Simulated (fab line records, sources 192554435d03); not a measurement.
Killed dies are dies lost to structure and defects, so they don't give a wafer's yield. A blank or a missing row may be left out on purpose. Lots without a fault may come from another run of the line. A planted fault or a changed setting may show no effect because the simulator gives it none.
fab line records | flow n5_finfet
record lots=5 wafers=15 last_day=17
route steps=1938 shown SDB@371 DUMMY_REMOVAL@377 HKMG_FIN@385
lots that met no fault: from a run of the same line without faults
start_h: hours from the record's first day to the start of the lot's first wafer shown | wait_h: hours since the lot's step before | " the same as in the row above | L1.1+2: a row that stands for several wafers | - no value, or no start given | * or withheld: withheld | < > ~ a bound
route shown NAME@n: a module of which the file shows steps, and the number in the route of the first | usual: mean/standard deviation of fault-free wafers | same: alike in all rows | chamber/n: place in a boat | sites: the reading at each site | _std_site: their standard deviation | _edge_site: outer sites' mean less inner sites' | radius_mm: how far each site lies from the wafer's centre | mask NAME#n: copy n | behind: the tool/chamber that last shaped the wafer | hold: why the lot was held/for how many hours/how that ended | device: the transistor (n, p or np) that didn't switch | end of line: the same wafers' tests at the end of the route | a step without rows: its recipe alone | killed: dies lost to structure and defects at the first sort, not the wafer's yield | map: a wafer's dies, x killed, . not, _ none there
set.NAME: the setting as run; set.NAME@STEP: as run at that earlier step | model.NAME: the simulator's own value behind a step, which no gauge read
lots at some steps of the route; a table a step, a row a wafer
services: from which hour (start_h, from the record's first day; less than 0 if before it) a tool's chamber was out of use, for how many hours, and why
## steps
# step N5_SDB_PRECLEAN_39
# recipe chemistry=O3/DIW time_s=45 temp_c=22 o3_ppm=10
# usual o3_ppm=10.00/0.091
# columns lot.wafer tool chamber start_h wait_h o3_ppm
L076.1 wet_bench-03 7 83.27 0.0 9.96
L076.2 " 1 " " 10.18
L076.4 " 2 " " 9.97
L077.1 wet_bench-02 7 87.29 0.0 9.86
L077.3 " 6 " " 10.03
L077.6 " 3 " " 10.01
L081.1 wet_bench-03 5 110.44 0.0 9.95
L081.2 " 1 " " 9.99
L081.4 " 6 " " 10.17
L082.1 wet_bench-02 2 116.52 0.0 10.03
L082.2 " 1 " " 10.04
L082.3 " 5 " " 10.00
L093.1 wet_bench-03 2 182.75 0.0 9.89
L093.4 " 1 " " 9.94
L093.6 " 0 " " 9.95
# step N5_SDB_SRD_28
# recipe dry=ipa_marangoni time_s=30 temp_c=23 rinse_liquid=diw
# columns lot.wafer tool chamber start_h wait_h
L076.1+2+4 wet_bench-03 7,1,2 83.29 0.0
L077.1+3+6 wet_bench-02 7,6,3 87.30 0.0
L081.1+2+4 wet_bench-03 5,1,6 110.45 0.0
L082.1+2+3 wet_bench-02 2,1,5 116.53 0.0
L093.1+4+6 wet_bench-03 2,1,0 182.76 0.0
# step N5_SDB_ALD_29
# recipe material=SiNx target_thk_a=300 temp_c=400 ald_precursor_family=SiH2I2 ald_co_reactant=N2/H2-plasma pulse_time_s=1 ald_cycles=600 purge_time_s=2 co_reactant_purge_time_s=2 pressure_torr=2
# usual chamber_pressure_Torr=2.000/0.0041 heater_power_w=852/65 precursor_pulse_height_rel=1.000/0.018 susceptor_temp_C=400.02/0.21
# columns lot.wafer tool chamber start_h wait_h chamber_pressure_Torr heater_power_w precursor_pulse_height_rel susceptor_temp_C
L076.1 ald_sin-02 1 83.33 0.0 2.006 803 1.001 400.03
L076.2 " 2 " " 2.001 827 0.983 399.77
L076.4 " 3 " " 2.004 814 0.984 399.95
L077.1 ald_sin-03 3 87.41 0.1 2.006 938 1.003 400.15
L077.3 " 1 " " 1.994 808 1.001 400.01
L077.6 " 3 88.77 1.4 1.998 935 0.984 400.24
L081.1 ald_sin-01 3 110.50 0.0 2.003 960 1.009 399.81
L081.2 " 2 " " 1.996 855 1.022 399.96
L081.4 " 0 " " 1.998 910 1.019 399.86
L082.1 ald_sin-02 1 116.58 0.0 2.001 832 1.006 399.93
L082.2 " 0 " " 1.997 774 1.010 400.01
L082.3 " 2 " " 2.000 858 1.009 400.50
L093.1 ald_sin-03 2 182.99 0.2 2.004 899 1.045 400.12
L093.4 " 3 " " 2.003 973 0.999 399.83
L093.6 " 3 184.34 1.6 2.001 957 0.989 400.03
# step N5_SDB_CMP_30
# recipe stop_on=poly-Si t_overpolish_s=1.54 post_cmp_clean=alkaline_brush down_force_psi=4.1491 platen_rpm=51.796 pad_velocity_m_s=1.0306 target_thk_nm=30
# usual motor_current_A=12.1/1.5 overpolish_run_s=1.539/0.0091 pad_life_wafers=977/610 retaining_ring_pressure_frac=1.000/0.005 slurry_flow_ml_min=150.0/0.5 time_to_endpoint_s=16.9/2.2
# same t_overpolish_s=1.54
# columns lot.wafer tool chamber start_h wait_h motor_current_A overpolish_run_s pad_life_wafers retaining_ring_pressure_frac slurry_flow_ml_min time_to_endpoint_s
L076.2 cmp-03 2 86.08 1.4 11.5 1.556 708 0.996 149.4 20.8
L076.1 " 0 " " 13.5 1.528 710 0.997 150.2 20.9
L076.4 " 1 " " 11.1 1.546 711 1.003 150.1 14.6
L077.3 cmp-02 0 90.22 1.5 12.0 1.523 1724 0.998 150.0 16.0
L077.1 " 1 " " 10.4 1.537 1725 1.004 149.1 15.2
L077.6 " 3 " " 11.1 1.540 - 0.995 149.3 17.6
L081.1 cmp-03 2 113.27 1.4 10.8 1.530 913 0.995 150.2 19.4
L081.2 " 3 " " 10.6 1.545 914 1.005 149.2 16.5
L081.4 " 0 " " 14.5 1.534 915 1.004 150.3 23.4
L082.2 cmp-02 2 119.35 1.4 11.3 1.566 1963 1.008 149.4 14.5
L082.1 " 3 " " 11.5 1.526 1964 1.002 150.8 16.2
L082.3 " 0 " " 11.5 1.536 1965 1.003 150.1 16.1
L093.4 cmp-03 1 185.80 1.5 11.2 1.523 1520 0.997 150.4 17.9
L093.1 " 2 " " 11.5 1.539 1521 1.002 150.7 19.6
L093.6 " 3 " " 10.9 1.545 - 1.006 150.3 16.2
# step N5_SDB_THK_MEAS_31
# recipe reads=a-Si_of_DUMMY_GATE_CVD_03
# usual SDB_THK=64.6/0.97
# columns lot.wafer tool chamber start_h wait_h SDB_THK[nm]
L076.1 film_metro-01 - 86.38 - 63.7
L076.2 " - " " 65.0
L076.4 " - " " 63.6
L077.1 film_metro-01 - 90.44 - 65.1
L077.3 " - " " 65.0
L077.6 " - " " 65.6
L081.1 film_metro-01 - 113.52 - 63.9
L081.2 " - " " 62.5
L081.4 " - " " 63.1
L082.1 film_metro-02 - 119.60 - 65.9
L082.2 " - " " 66.5
L082.3 " - " " 64.7
L093.1 film_metro-01 - 186.01 - 64.4
L093.4 " - " " 64.6
L093.6 " - " " 63.6
# step N5_SDB_INSPECT_36
# recipe inspect_instrument=darkfield mode=post_cmp
# usual raw_defect_count=33/13
# columns lot.wafer tool chamber start_h wait_h raw_defect_count
L076.1 defect_inspect-02 - 86.40 0.0 45
L076.2 " - " " 22
L076.4 " - " " 27
L077.1 defect_inspect-02 - 90.47 0.0 47
L077.3 " - " " 33
L077.6 " - " " 39
L081.1 defect_inspect-01 - 113.55 0.0 37
L081.2 " - " " 41
L081.4 " - " " 37
L082.1 defect_inspect-01 - 119.63 0.0 40
L082.2 " - " " 16
L082.3 " - " " 27
L093.1 defect_inspect-02 - 186.04 0.0 13
L093.4 " - " " 17
L093.6 " - " " 32
# step N5_DUMMY_REMOVAL_HM_STRIP_01
# recipe chemistry=CH3F/O2 material=SiNx target_depth_a=40 stop_on=poly-Si time_s=6.8 over_etch_frac=0.3 ion_energy_ev=60 power_w=410 bias_w=29 Ar_flow_sccm=150 CH3F_flow_sccm=30 O2_flow_sccm=20
# usual drypump_motor_current_A=5.7/0.4 oes_product_au=0.62/0.056 rf_vpp_V=127.4/1 showerhead_plenum_p_Torr=2.00/0.067 throttle_valve_pct=16.38/0.18
# columns lot.wafer tool chamber start_h wait_h drypump_motor_current_A oes_product_au rf_hours_counter_h rf_vpp_V showerhead_plenum_p_Torr throttle_valve_pct
L076.1 rie_diel-03 0 86.70 0.3 5.9 0.73 25 128.2 1.96 16.04
L076.2 " 1 " " 5.7 0.65 114 126.6 2.02 16.14
L076.4 " 3 " " 5.5 0.60 156 128.2 2.08 16.32
L077.1 rie_diel-03 0 90.65 0.2 5.9 0.72 27 128.6 1.96 16.05
L077.3 " 2 " " 6.0 0.64 141 126.3 1.92 16.34
L077.6 " 0 " " 5.9 0.73 - 126.2 1.96 16.04
L081.1 rie_diel-03 1 113.60 0.0 5.7 0.65 122 128.9 2.02 16.16
L081.2 " 0 " " 5.9 0.73 34 126.2 1.96 16.06
L081.4 " 3 " " 5.5 0.59 165 128.9 2.08 16.32
L082.1 rie_diel-03 0 119.66 0.0 5.9 0.71 35 128.4 1.96 16.05
L082.2 " 2 " " 6.0 0.64 150 127.8 1.91 16.35
L082.3 " 1 " " 5.7 0.64 123 128.0 2.02 16.19
L093.1 rie_diel-03 2 186.11 0.1 6.0 0.61 167 126.0 1.91 16.38
L093.4 " 3 " " 5.5 0.58 186 127.5 2.07 16.34
L093.6 " 3 " " 5.5 0.58 - 127.3 2.07 16.37
# step N5_DUMMY_REMOVAL_STRIP_10
# recipe chemistry=N2/H2 time_s=40 power_w=100 temp_c=40 pressure_mtorr=100 rf_frequency_hz=6e+07 bias_power_w=3 n2_flow_sccm=300 h2_flow_sccm=300
# usual drypump_motor_current_A=5.7/0.39 oes_product_au=0.76/0.073 rf_vpp_V=45.2/0.77 showerhead_plenum_p_Torr=3.37/0.11 throttle_valve_pct=12.27/0.21
# columns lot.wafer tool chamber start_h wait_h drypump_motor_current_A oes_product_au rf_hours_counter_h rf_vpp_V showerhead_plenum_p_Torr throttle_valve_pct
L076.1 rie_diel-03 0 86.73 0.0 5.9 0.91 25 45.5 3.30 11.89
L076.2 " 1 " " 5.7 0.80 114 44.9 3.39 11.97
L076.4 " 3 " " 5.5 0.73 156 45.7 3.52 12.20
L077.1 rie_diel-03 0 90.68 0.0 5.9 0.90 27 45.6 3.30 11.87
L077.3 " 2 " " 6.1 0.78 141 44.6 3.27 12.27
L077.6 " 0 " " 6.0 0.90 - 44.1 3.30 11.88
L081.1 rie_diel-03 1 113.63 0.0 5.7 0.79 122 45.6 3.39 11.99
L081.2 " 0 " " 5.9 0.89 34 44.7 3.29 11.90
L081.4 " 3 " " 5.5 0.72 165 45.6 3.52 12.21
L082.1 rie_diel-03 0 119.70 0.0 5.9 0.90 35 43.9 3.29 11.90
L082.2 " 2 " " 6.0 0.78 150 45.4 3.26 12.30
L082.3 " 1 " " 5.7 0.80 123 45.4 3.39 11.99
L093.1 rie_diel-03 2 186.14 0.0 6.1 0.77 167 44.9 3.25 12.36
L093.4 " 3 " " 5.5 0.72 186 45.8 3.50 12.27
L093.6 " 3 " " 5.6 0.70 - 45.9 3.50 12.29
# step N5_DUMMY_REMOVAL_PRECLEAN_07
# recipe chemistry=dHF time_s=30 temp_c=25 dilution=withheld
# columns lot.wafer tool chamber start_h wait_h
L076.1+2+4 wet_bench-01 0,2,3 86.83 0.1
L077.1+3+6 wet_bench-05 1,0,4 90.78 0.1
L081.1+2+4 wet_bench-05 2,7,3 113.73 0.1
L082.1+2+3 wet_bench-05 3,0,7 119.79 0.1
L093.1+4+6 wet_bench-06 6,2,0 186.23 0.1
# step N5_DUMMY_REMOVAL_DUMMY_REMOVE_02
# recipe chemistry=TMAH temp_c=70 target=poly-Si stop_on=SiO2 target_depth_nm=142 conc_wt_pct=5 time_s=57 dry=ipa_marangoni rinse_time_s=30 rinse_temp_c=23
# usual conc_wt_pct=5.00/0.054
# columns lot.wafer tool chamber start_h wait_h conc_wt_pct
L076.1 wet_bench-01 0 86.84 0.0 5.04
L076.2 " 2 " " 4.92
L076.4 " 3 " " 4.98
L077.1 wet_bench-05 1 90.79 0.0 4.96
L077.3 " 0 " " 4.96
L077.6 " 4 " " 4.97
L081.1 wet_bench-05 2 113.74 0.0 5.04
L081.2 " 7 " " 5.02
L081.4 " 3 " " 4.99
L082.1 wet_bench-05 3 119.80 0.0 4.99
L082.2 " 0 " " 5.08
L082.3 " 7 " " 4.93
L093.1 wet_bench-06 6 186.25 0.0 4.95
L093.4 " 2 " " 5.01
L093.6 " 0 " " 4.92
# step N5_DUMMY_REMOVAL_INSPECT_06
# recipe inspect_instrument=brightfield mode=aei
# usual raw_defect_count=10/4.9
# columns lot.wafer tool chamber start_h wait_h raw_defect_count
L076.1 defect_inspect-02 - 87.03 0.2 13
L076.2 " - " " 11
L076.4 " - " " 7
L077.1 defect_inspect-01 - 90.84 0.0 17
L077.3 " - " " 12
L077.6 " - " " 11
L081.1 defect_inspect-02 - 113.80 0.0 15
L081.2 " - " " 8
L081.4 " - " " 8
L082.1 defect_inspect-01 - 119.86 0.0 21
L082.2 " - " " 9
L082.3 " - " " 7
L093.1 defect_inspect-01 - 186.30 0.0 14
L093.4 " - " " 10
L093.6 " - " " 7
# step N5_DUMMY_REMOVAL_PRECLEAN_08
# recipe chemistry=NF3:NH3 afs_cycles=2 temp_c=30 time_s=20 sublimation_temp_c=180 sublimation_time_s=60 pressure_torr=3 rf_power_w=30
# columns lot.wafer tool chamber start_h wait_h
L076.1+2+4 remote_plasma-02 1 87.07 0.0
L077.1+3+6 remote_plasma-01 0 90.88 0.0
L081.1+2+4 remote_plasma-01 0 113.83 0.0
L082.1+2+3 remote_plasma-02 0 119.90 0.0
L093.1+4+6 remote_plasma-02 0 186.34 0.0
# step N5_DUMMY_REMOVAL_PRECLEAN_04
# recipe chemistry=DHF time_s=37 temp_c=25 dilution=500:1
# columns lot.wafer tool chamber start_h wait_h
L076.1+2+4 wet_bench-01 6,7,1 87.28 0.2
L077.1+3+6 wet_bench-06 2,6,3 91.09 0.2
L081.1+2+4 wet_bench-05 4,5,6 114.05 0.2
L082.1+2+3 wet_bench-01 1,6,3 120.11 0.2
L093.1+4+6 wet_bench-05 5,0,3 186.55 0.2
# step N5_DUMMY_REMOVAL_SRD_05
# recipe dry=ipa_marangoni do_ppb=5 time_s=30 temp_c=23 rinse_liquid=diw
# columns lot.wafer tool chamber start_h wait_h
L076.1+2+4 wet_bench-01 6,7,1 87.29 0.0
L077.1+3+6 wet_bench-06 2,6,3 91.10 0.0
L081.1+2+4 wet_bench-05 4,5,6 114.07 0.0
L082.1+2+3 wet_bench-01 1,6,3 120.12 0.0
L093.1+4+6 wet_bench-05 5,0,3 186.56 0.0
# step N5_HKMG_FIN_IL_REGROW_00
# recipe material=SiO2 target_thk_a=7.5 chemistry=O3 temp_c=withheld time_s=30
# columns lot.wafer tool chamber start_h wait_h
L076.1+2+4 ald_hk-03 3,0,1 87.34 0.0
L077.1+3+6 ald_hk-01 0,2,1 91.15 0.0
L081.1+2+4 ald_hk-03 1,3,0 114.11 0.0
L082.1+2+3 ald_hk-02 3,0,2 120.17 0.0
L093.1+4+6 ald_hk-02 3,0,0 186.61 0.0
# step N5_HKMG_FIN_HK_ALD_01
# recipe material=HfO2 target_thk_a=16 temp_c=withheld ald_precursor_family=HfCl4 ald_co_reactant=H2O pulse_time_s=3 purge_time_s=3 co_reactant_purge_time_s=2.5 co_reactant_pulse_time_s=0.3 ald_cycles=30
# usual precursor_pulse_height_rel=1.000/0.018
# columns lot.wafer tool chamber start_h wait_h precursor_pulse_height_rel
L076.1 ald_hk-03 3 87.39 0.0 1.018
L076.2 " 0 " " 1.012
L076.4 " 1 " " 1.017
L077.1 ald_hk-01 0 91.20 0.0 0.993
L077.3 " 2 " " 0.968
L077.6 " 1 " " 1.009
L081.1 ald_hk-03 1 114.16 0.0 1.003
L081.2 " 3 " " 0.987
L081.4 " 0 " " 1.000
L082.1 ald_hk-02 3 120.27 0.1 0.986
L082.2 " 0 " " 0.994
L082.3 " 2 " " 0.990
L093.1 ald_hk-02 3 186.66 0.0 0.983
L093.4 " 0 " " 0.992
L093.6 " 0 " " 0.981
# step N5_HKMG_FIN_HK_ANNEAL_02
# recipe temp_c=700 time_s=30 ambient=N2 idle_temp_c=600 ramp_up_c_per_s=150 ramp_down_c_per_s=60 cool_to_c=600
# usual lamp_power_pct=8.80/0.054 wafer_temp_C_max=702.9/0.68
# columns lot.wafer tool chamber start_h wait_h lamp_power_pct wafer_temp_C_max
L076.1 rtp_anneal-02 0 87.58 0.1 8.82 702.9
L076.2 " 0 " " 8.70 703.4
L076.4 " 0 " " 8.82 702.0
L077.1 rtp_anneal-01 0 91.39 0.1 8.94 702.9
L077.3 " 0 " " 8.78 703.3
L077.6 " 0 " " 8.86 703.2
L081.1 rtp_anneal-02 0 114.35 0.1 8.88 703.5
L081.2 " 0 " " 8.80 702.4
L081.4 " 0 " " 8.79 704.1
L082.1 rtp_anneal-01 0 120.60 0.2 8.89 702.8
L082.2 " 0 " " 8.82 703.3
L082.3 " 0 " " 8.86 703.4
L093.1 rtp_anneal-02 0 186.85 0.1 8.85 704.0
L093.4 " 0 " " 8.65 702.7
L093.6 " 0 " " 8.72 703.0
# step N5_HKMG_FIN_ALD_74
# recipe material=La2O3 target_thk_a=5 temp_c=250 ald_precursor_family=La-Cp ald_co_reactant=O3 pulse_time_s=6 co_reactant_pulse_time_s=1 purge_time_s=3 co_reactant_purge_time_s=3
# usual heater_power_w=330/19 precursor_pulse_height_rel=1.000/0.022 susceptor_temp_C=249.97/0.19
# columns lot.wafer tool chamber start_h wait_h heater_power_w precursor_pulse_height_rel susceptor_temp_C
L076.1 ald_hk-01 2 87.79 0.2 357 0.964 249.64
L076.2 " 0 " " 322 0.980 249.86
L076.4 " 3 " " 322 0.999 249.99
L077.1 ald_hk-02 1 91.60 0.2 325 1.016 249.92
L077.3 " 3 " " 326 1.040 250.12
L077.6 " 0 " " 349 1.022 249.97
L081.1 ald_hk-02 2 114.57 0.2 359 0.986 249.97
L081.2 " 1 " " 328 0.981 249.80
L081.4 " 0 " " 335 1.023 250.02
L082.1 ald_hk-01 1 120.82 0.2 282 1.016 250.24
L082.2 " 3 " " 304 1.026 250.18
L082.3 " 0 " " 321 0.983 249.81
L093.1 ald_hk-01 3 187.06 0.2 309 1.037 249.72
L093.4 " 1 " " 284 1.002 249.64
L093.6 " 3 " " 306 1.010 249.83
# step N5_HKMG_FIN_ALD_75
# recipe material=Al2O3 target_thk_a=10 temp_c=150 ald_precursor_family=TMA ald_co_reactant=H2O pulse_time_s=withheld co_reactant_pulse_time_s=1
# usual heater_power_w=142/8.4 precursor_pulse_height_rel=0.998/0.018 susceptor_temp_C=150.00/0.15
# columns lot.wafer tool chamber start_h wait_h heater_power_w precursor_pulse_height_rel susceptor_temp_C
L076.1 ald_hk-01 2 87.87 0.0 150 0.983 150.06
L076.2 " 0 " " 143 0.976 149.79
L076.4 " 3 " " 134 0.993 149.87
L077.1 ald_hk-02 1 91.68 0.0 139 0.975 150.09
L077.3 " 3 " " 140 1.011 149.94
L077.6 " 0 " " 147 0.976 150.10
L081.1 ald_hk-02 2 114.72 0.1 147 0.989 149.99
L081.2 " 1 " " 138 0.996 150.04
L081.4 " 0 " " 146 0.986 149.51
L082.1 ald_hk-01 1 120.90 0.0 123 0.973 149.90
L082.2 " 3 " " 129 1.020 149.97
L082.3 " 0 " " 141 1.000 149.92
L093.1 ald_hk-01 3 187.14 0.0 133 0.986 150.07
L093.4 " 1 " " 120 0.986 149.84
L093.6 " 3 " " 130 0.979 149.95
# step N5_HKMG_FIN_COAT_41
# recipe resist=SOC temp_c=250 time_s=60 spin_rpm=1500 resist_thk_nm=300
# usual chill_plate_temp_C=22.98/0.1
# columns lot.wafer tool chamber start_h wait_h chill_plate_temp_C
L076.1 litho_track-03 0 87.97 - 22.90
L076.2 " 0 " " 23.06
L076.4 " 0 " " 22.95
L077.1 litho_track-03 0 91.78 - 22.81
L077.3 " 0 " " 22.93
L077.6 " 0 " " 22.83
L081.1 litho_track-03 0 114.89 - 23.08
L081.2 " 0 " " 23.02
L081.4 " 0 " " 22.93
L082.1 litho_track-02 0 120.99 - 23.13
L082.2 " 0 " " 23.11
L082.3 " 0 " " 22.97
L093.1 litho_track-02 0 187.23 - 22.89
L093.4 " 0 " " 22.85
L093.6 " 0 " " 22.73
# step N5_HKMG_FIN_COAT_42
# recipe resist=SiARC temp_c=220 time_s=60 spin_rpm=1500 resist_thk_nm=35
# usual chill_plate_temp_C=22.98/0.1
# columns lot.wafer tool chamber start_h wait_h chill_plate_temp_C
L076.1 litho_track-03 0 - - 22.96
L076.2 " 0 " " 23.01
L076.4 " 0 " " 23.02
L077.1 litho_track-03 0 - - 22.71
L077.3 " 0 " " 22.89
L077.6 " 0 " " 23.12
L081.1 litho_track-03 0 - - 23.06
L081.2 " 0 " " 22.97
L081.4 " 0 " " 23.05
L082.1 litho_track-02 0 - - 23.20
L082.2 " 0 " " 23.02
L082.3 " 0 " " 22.92
L093.1 litho_track-02 0 - - 22.95
L093.4 " 0 " " 22.93
L093.6 " 0 " " 22.96
# step N5_HKMG_FIN_COAT_43
# recipe resist=CAR-ArF spin_rpm=1500 resist_thk_nm=90
# usual chill_plate_temp_C=23.00/0.11
# columns lot.wafer tool chamber start_h wait_h chill_plate_temp_C
L076.1 litho_track-03 0 - - 23.12
L076.2 " 0 " " 23.11
L076.4 " 0 " " 23.09
L077.1 litho_track-03 0 - - 22.70
L077.3 " 0 " " 23.03
L077.6 " 0 " " 23.04
L081.1 litho_track-03 0 - - 22.95
L081.2 " 0 " " 23.03
L081.4 " 0 " " 23.14
L082.1 litho_track-02 0 - - 22.99
L082.2 " 0 " " 23.04
L082.3 " 0 " " 22.95
L093.1 litho_track-02 0 - - 23.11
L093.4 " 0 " " 22.86
L093.6 " 0 " " 23.22
# step N5_HKMG_FIN_EBR_45
# recipe solvent=PGMEA ebr_width_mm=1.5
# usual chill_plate_temp_C=22.99/0.096
# columns lot.wafer tool chamber start_h wait_h chill_plate_temp_C
L076.1 litho_track-03 0 - - 23.03
L076.2 " 0 " " 22.91
L076.4 " 0 " " 23.10
L077.1 litho_track-03 0 - - 23.06
L077.3 " 0 " " 22.89
L077.6 " 0 " " 23.05
L081.1 litho_track-03 0 - - 22.96
L081.2 " 0 " " 22.99
L081.4 " 0 " " 23.02
L082.1 litho_track-02 0 - - 22.86
L082.2 " 0 " " 22.91
L082.3 " 0 " " 23.00
L093.1 litho_track-02 0 - - 23.13
L093.4 " 0 " " 23.10
L093.6 " 0 " " 23.04
# step N5_HKMG_FIN_SOFTBAKE_44
# recipe temp_c=110 time_s=60 resist=CAR-ArF
# usual chill_plate_temp_C=22.99/0.11
# columns lot.wafer tool chamber start_h wait_h chill_plate_temp_C
L076.1 litho_track-03 0 - - 23.04
L076.2 " 0 " " 23.06
L076.4 " 0 " " 22.95
L077.1 litho_track-03 0 - - 22.99
L077.3 " 0 " " 23.12
L077.6 " 0 " " 23.08
L081.1 litho_track-03 0 - - 23.01
L081.2 " 0 " " 23.01
L081.4 " 0 " " 23.04
L082.1 litho_track-02 0 - - 23.12
L082.2 " 0 " " 23.10
L082.3 " 0 " " 22.93
L093.1 litho_track-02 0 - - 23.08
L093.4 " 0 " " 23.09
L093.6 " 0 " " 23.12
# step N5_HKMG_FIN_EXPOSE_46
# recipe mask_id=NDIPOLE na=1.35 source_shape=conventional sigma_outer=0.8 polarization=unpolarized dose_mj=40
# columns lot.wafer tool chamber start_h wait_h mask
L076.1+2+4 arfi_scanner-03 0 88.21 - NDIPOLE#0
L077.1+3+6 arfi_scanner-02 0 92.02 - NDIPOLE#0
L081.1+2+4 arfi_scanner-01 0 115.13 - NDIPOLE#0
L082.1+2+3 arfi_scanner-02 0 121.24 - NDIPOLE#0
L093.1+4+6 arfi_scanner-03 0 187.35 - NDIPOLE#0
## services
# columns tool chamber start_h hours kind
wet_bench-02 - 59.62 2.6 repair
arfi_scanner-01 - 59.85 2.3 repair
ald_hk-02 - 61.63 2.2 repair
arfi_scanner-01 - 65.24 0.7 repair
arfi_scanner-01 - 70.22 1.3 pm
ald_sin-02 3 74.18 2.9 repair
arfi_scanner-01 - 77.20 4.8 pm
arfi_scanner-03 - 84.24 1.3 pm
ald_sin-01 - 86.92 14.0 pm
ald_hk-01 - 105.78 14.6 pm
arfi_scanner-02 - 106.73 1.3 pm
arfi_scanner-01 - 117.71 4.9 pm
arfi_scanner-03 - 121.41 0.3 repair
arfi_scanner-02 - 123.43 1.0 pm
cmp-02 - 127.72 4.6 pm
cmp-02 - 136.03 4.0 pm
arfi_scanner-01 - 137.12 0.8 pm
arfi_scanner-01 - 138.25 0.3 repair
wet_bench-02 - 146.14 2.6 repair
arfi_scanner-02 - 147.21 2.1 repair
arfi_scanner-02 - 165.16 0.8 pm
arfi_scanner-02 - 173.36 1.0 pm
arfi_scanner-03 - 175.71 1.0 pm
ald_sin-02 - 176.75 14.0 pm
## key
fault none
